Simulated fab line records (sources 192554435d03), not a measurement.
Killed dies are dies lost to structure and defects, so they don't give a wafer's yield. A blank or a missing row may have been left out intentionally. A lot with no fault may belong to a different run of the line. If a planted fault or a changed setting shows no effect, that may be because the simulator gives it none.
Chamber matching | flow n5Finfet | N5_MOL_CONTACT_COAG_CMP_23 on cmp-04 has 4 sister chambers
The step polishes, stops on SiO2, t overpolish 1.5 s, target thk 0 nm. 18 wafers are shown with their chamber, then 9 later ones without.

== WAFERS PAIRED WITH THEIR CHAMBERS ==
wafer  | chamber | motorCurrentA (A) | timeToEndpointS (s) | edgeZonePressureFrac
L081.2 | 1       | 7.0               | 11.0                | 0.993
L081.5 | 1       | 7.5               | 10.2                | 0.998
L081.6 | 2       | 7.6               | 12.7                | 1.002
L082.1 | 0       | 9.1               | 13.4                | 0.991
L082.2 | 1       | 7.2               | 8.9                 | 0.995
L082.3 | 2       | 7.6               | 15.2                | 1.006
L083.3 | 3       | 9.5               | 8.7                 | 0.996
L083.4 | 0       | 9.9               | 10.1                | 0.998
L083.5 | 2       | 8.0               | 12.3                | 0.998
L084.3 | 3       | 8.7               | 4.1                 | 0.999
L084.4 | 0       | 9.6               | 7.4                 | 0.997
L084.6 | 2       | 7.9               | 9.8                 | 0.996
L086.2 | 0       | 9.5               | 8.8                 | 1.000
L086.3 | 2       | 7.9               | 9.5                 | 1.007
L086.5 | 3       | 8.9               | 6.6                 | 0.998
L088.1 | 1       | 7.1               | 7.5                 | 1.003
L088.3 | 2       | 7.9               | 11.0                | 1.003
L088.5 | 0       | 9.7               | 10.2                | 1.001

SIGNATURES, as means of the wafers listed above
reading              | chamber 0 | chamber 1 | chamber 2 | chamber 3 | scatter within a chamber
motorCurrentA        | 9.560     | 7.200     | 7.817     | 9.033     | 0.266
timeToEndpointS      | 9.980     | 9.400     | 11.750    | 6.467     | 2.07
edgeZonePressureFrac | 0.99740   | 0.99725   | 1.00200   | 0.99767   | 0.00393
Rule: for each reading, subtract the chamber's mean from the wafer's reading, divide by that reading's scatter and square the result; add these up over the readings and take the root, which gives the wafer's distance from the chamber. The wafer belongs to the nearest chamber; if the next one is less than 2 further off, it can't be placed. The scatter: take each reading less its chamber's mean, square it, sum over the shown wafers, divide by the number of wafers less the number of chambers, and take the root.

== WAFERS WHOSE CHAMBER IS MISSING ==
wafer  | motorCurrentA (A) | timeToEndpointS (s) | edgeZonePressureFrac
L089.1 | 7.7               | 8.8                 | 1.006
L089.5 | 9.1               | 8.4                 | 0.996
L089.6 | 8.2               | 8.1                 | 1.010
L092.1 | 9.5               | 8.2                 | 0.999
L092.3 | 9.1               | 10.4                | 0.988
L092.4 | 7.5               | 8.7                 | 1.003
L094.1 | 7.7               | 5.9                 | 1.004
L094.2 | 9.7               | 10.8                | 0.994
L094.3 | 8.0               | 8.1                 | 1.005

== WHICH CHAMBER EACH WENT THROUGH ==
wafer  | from the rows above          | in truth
L089.1 | can't be placed: 2 or 1      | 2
L089.5 | can't be placed: 3 or 0      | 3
L089.6 | can't be placed: 2 or 3 or 1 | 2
L092.1 | can't be placed: 0 or 3      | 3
L092.3 | can't be placed: 0 or 3      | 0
L092.4 | can't be placed: 1 or 2      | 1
L094.1 | can't be placed: 2 or 1      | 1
L094.2 | 0                            | 0
L094.3 | can't be placed: 2 or 1      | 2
Correct placement for 1 of the 9. Cannot be placed on the basis of these rows: 8; the candidates contain the true chamber in 8. 0 placed wrongly.
